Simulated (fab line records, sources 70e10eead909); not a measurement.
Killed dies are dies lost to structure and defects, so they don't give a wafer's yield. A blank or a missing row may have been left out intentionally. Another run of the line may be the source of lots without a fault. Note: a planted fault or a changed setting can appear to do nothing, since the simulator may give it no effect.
Struck lot and sound lot, side by side + flow nand-harc + 18 steps out of a route of 1302
Sound: these wafers, L439.2, L439.5, L439.6. The struck wafers were L443.2, L443.5, L443.6. The cause is given at the end.
Per side, at each step with rows, come the tool, then ch with its chambers, and then its first start. Under that, the readings that differ: sound wafers + struck wafers + difference of the means + sigmas: that difference in standard deviations of wafers without a fault.
alike: readings whose means differ by less than 2 such deviations, and words and numbers that are the same on both sides. not compared: withheld readings, readings that some wafer has no value for, bounds like >300 that may hide the same value, and numbers for which the record gives no deviation and whose values overlap.
The two part at a step that has a row with sigmas, a row that says differs or no value, or rows on one side only. Non-overlapping numbers with no deviation appear without sigmas and do not part them. A reading missing from all wafers of one side parts the sides only when that side holds two or more wafers.

NHARC_P_ZERO_WELL_CD_MEAS_24: the cd target is 720 nm.
  sound on cd-sem-01 ch 0, day 3 04:29; struck on cd-sem-03 ch 0, day 4 20:40
  alike: cd-nm
then, 1 step without rows for these wafers: NHARC_P_ZERO_WELL_HARDBAKE_25 (time 80 s).
NHARC_P_ZERO_WELL_DESCUM_26: chemistry O2, time 3 s.
  sound on rie-diel-11 ch 0,1,2, day 3 04:40; struck on rie-diel-13 ch 0,1, day 4 20:50
  alike: drypump-motor-current-A, oes-product-au, rf-vpp-V, showerhead-plenum-p-Torr, throttle-valve-pct
  not compared: rf-hours-counter-h
then, 9 steps without rows for these wafers: NHARC_P_ZERO_WELL_IMPLANT_27; NHARC_P_ZERO_WELL_IMPLANT_57; NHARC_P_ZERO_WELL_IMPLANT_58; NHARC_P_ZERO_WELL_STRIP_28 (strips in SPM, time 840 s); NHARC_P_ZERO_WELL_DEHYDRATE_29 (time 120 s); NHARC_P_ZERO_WELL_HMDS_30 (time 30 s); NHARC_P_ZERO_WELL_COAT_31; NHARC_P_ZERO_WELL_SOFTBAKE_32 (time 95 s); NHARC_P_ZERO_WELL_EBR_33.
NHARC_P_ZERO_WELL_EXPOSE_34: exposes mask P PWELL, target cd 720 nm.
  sound on krf-scanner-04 ch 0, day 3 05:58; struck on krf-scanner-02 ch 0, day 5 02:01
| reading | sound                         | struck                                 | difference | sigmas |
|---------|-------------------------------|----------------------------------------|------------|--------|
| mask    | P_PWELL#0 P_PWELL#0 P_PWELL#0 | P_PWELL_R1#0 P_PWELL_R1#0 P_PWELL_R1#0 | differs    |        |
  alike: exposure-dose-mJ-cm2
then, 2 steps without rows for these wafers: NHARC_P_ZERO_WELL_PEB_35 (peb time 85 s); NHARC_P_ZERO_WELL_DEVELOP_36 (time 70 s).
NHARC_P_ZERO_WELL_CD_MEAS_37: the cd target is 720 nm.
  sound on cd-sem-01 ch 0, day 3 06:07; struck on cd-sem-01 ch 0, day 5 02:10
| reading    | sound             | struck            | difference | sigmas |
|------------|-------------------|-------------------|------------|--------|
| cd-nm (nm) | 720.8 721.5 717.9 | 690.9 688.2 688.3 | -30.9      | -17    |
then, 2 steps without rows for these wafers: NHARC_P_ZERO_WELL_HARDBAKE_38 (time 80 s); NHARC_END_SORT_01.

== WHERE THEY PART ==
At NHARC_P_ZERO_WELL_EXPOSE_34 first; at NHARC_P_ZERO_WELL_CD_MEAS_37 last (within this record only).

WHY: whatever the simulator had introduced
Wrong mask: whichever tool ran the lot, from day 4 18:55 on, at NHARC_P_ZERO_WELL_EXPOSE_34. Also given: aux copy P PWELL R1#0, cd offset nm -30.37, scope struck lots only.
